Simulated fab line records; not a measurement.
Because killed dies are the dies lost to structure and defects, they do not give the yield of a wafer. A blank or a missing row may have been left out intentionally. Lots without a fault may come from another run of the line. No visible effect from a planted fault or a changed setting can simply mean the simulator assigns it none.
Chamber matching | flow n5Finfet | cmp-02 running N5_GATE_CUT_CMP_23: 4 sister chambers
The step polishes, stops on SiO2, t overpolish 23.4 s, target thk 16 nm. 14 wafers are shown with their chamber, then 7 later ones without.

WAFERS WITH THEIR CHAMBER
wafer  | chamber | motorCurrentA (A) | retainingRingPressureFrac | timeToEndpointS (s)
L078.1 | 3       | 11.9              | 1.002                     | 21.9
L078.3 | 0       | 8.8               | 0.993                     | 23.0
L078.4 | 1       | 9.7               | 0.993                     | 22.2
L081.1 | 2       | 10.0              | 1.013                     | 19.8
L081.3 | 0       | 8.6               | 1.006                     | 21.5
L081.4 | 3       | 10.5              | 1.003                     | 18.8
L083.2 | 1       | 10.0              | 0.994                     | 20.8
L083.4 | 2       | 10.0              | 1.004                     | 20.5
L083.6 | 2       | 10.1              | 1.006                     | 20.3
L088.1 | 1       | 9.5               | 1.001                     | 16.6
L088.3 | 0       | 8.7               | 0.998                     | 19.7
L088.6 | 3       | 10.6              | 1.001                     | 20.4
L093.1 | 0       | 8.9               | 0.998                     | 22.5
L093.4 | 3       | 11.5              | 1.002                     | 24.0

SIGNATURES (averages over the wafers above)
reading                   | chamber 0 | chamber 1 | chamber 2 | chamber 3 | scatter within a chamber
motorCurrentA             | 8.750     | 9.733     | 10.033    | 11.125    | 0.399
retainingRingPressureFrac | 0.99875   | 0.99600   | 1.00767   | 1.00200   | 0.00414
timeToEndpointS           | 21.675    | 19.867    | 20.200    | 21.275    | 1.96
Rule: distance of a wafer from a chamber = root of the sum over the readings of ((wafer's reading minus chamber's mean) / reading's scatter) squared. The wafer belongs to the nearest chamber; if the next one is less than 2 further off, it can't be placed. The scatter is the square root of a quotient: the sum, over the shown wafers, of each reading's squared deviation from its chamber's mean, divided by wafers minus chambers.

WAFERS WITH NO CHAMBER GIVEN
wafer  | motorCurrentA (A) | retainingRingPressureFrac | timeToEndpointS (s)
L093.6 | 9.9               | 0.994                     | 21.6
L095.2 | 10.0              | 1.000                     | 18.3
L095.5 | 8.8               | 0.991                     | 21.8
L095.6 | 11.0              | 0.997                     | 19.0
L097.2 | 10.4              | 0.999                     | 20.4
L097.3 | 10.1              | 1.002                     | 19.8
L097.6 | 8.9               | 1.012                     | 18.6

EACH ONE'S CHAMBER
wafer  | from the rows above          | in truth
L093.6 | 1                            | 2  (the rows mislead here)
L095.2 | can't be placed: 1 or 2 or 3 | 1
L095.5 | can't be placed: 0 or 1      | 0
L095.6 | can't be placed: 3 or 1 or 2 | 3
L097.2 | can't be placed: 1 or 3 or 2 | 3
L097.3 | can't be placed: 2 or 1 or 3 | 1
L097.6 | can't be placed: 2 or 0 or 1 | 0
Correct placement for 0 of the 7. Cannot be placed on the basis of these rows: 6; the candidates contain the true chamber in 6. Number placed wrongly: 1.
